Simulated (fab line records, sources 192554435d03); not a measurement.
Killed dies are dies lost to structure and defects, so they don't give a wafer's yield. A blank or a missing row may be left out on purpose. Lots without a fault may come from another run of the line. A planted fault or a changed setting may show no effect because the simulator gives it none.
Chamber matching | flow n5_finfet | N5_BEOL_M5_DESCUM_33 on rie_diel-02: 4 sister chambers
The step chemistry O2, time 7 s. 4 wafers are shown with their chamber, then 7 later ones without.

WAFERS WITH THEIR CHAMBER
wafer  | chamber | showerhead_plenum_p_Torr (Torr)
L090.1 | 1       | 2.17
L090.2 | 2       | 2.05
L087.2 | 3       | 2.01
L087.3 | 0       | 2.08

WAFERS WITHOUT THEIR CHAMBER
wafer  | showerhead_plenum_p_Torr (Torr)
L087.4 | 2.16
L089.2 | 2.08
L089.4 | 2.01
L089.5 | 2.08
L094.2 | 2.05
L094.3 | 2.08
L094.4 | 2.00

WHICH CHAMBER EACH WENT THROUGH
wafer  | from the rows above | in truth
L087.4 | 1                   | 1
L089.2 | 0                   | 0
L089.4 | 3                   | 3
L089.5 | 0                   | 0
L094.2 | 2                   | 2
L094.3 | 0                   | 0
L094.4 | 3                   | 3
Placed correctly: 7 of 7. Can't be placed from these rows: 0. Placed wrongly: 0.
How it was worked out, from the rows above alone: a wafer's distance from a chamber is the root of the sum, over the readings, of the square of ((its reading less the chamber's mean) divided by the reading's scatter). The wafer belongs to the nearest chamber; if the next one is less than 2 further off, it can't be placed. A chamber's mean is the mean of its shown wafers. The scatter: with one shown wafer a chamber, the root of the mean of the squares of how far each hidden wafer lies from its nearest shown one.
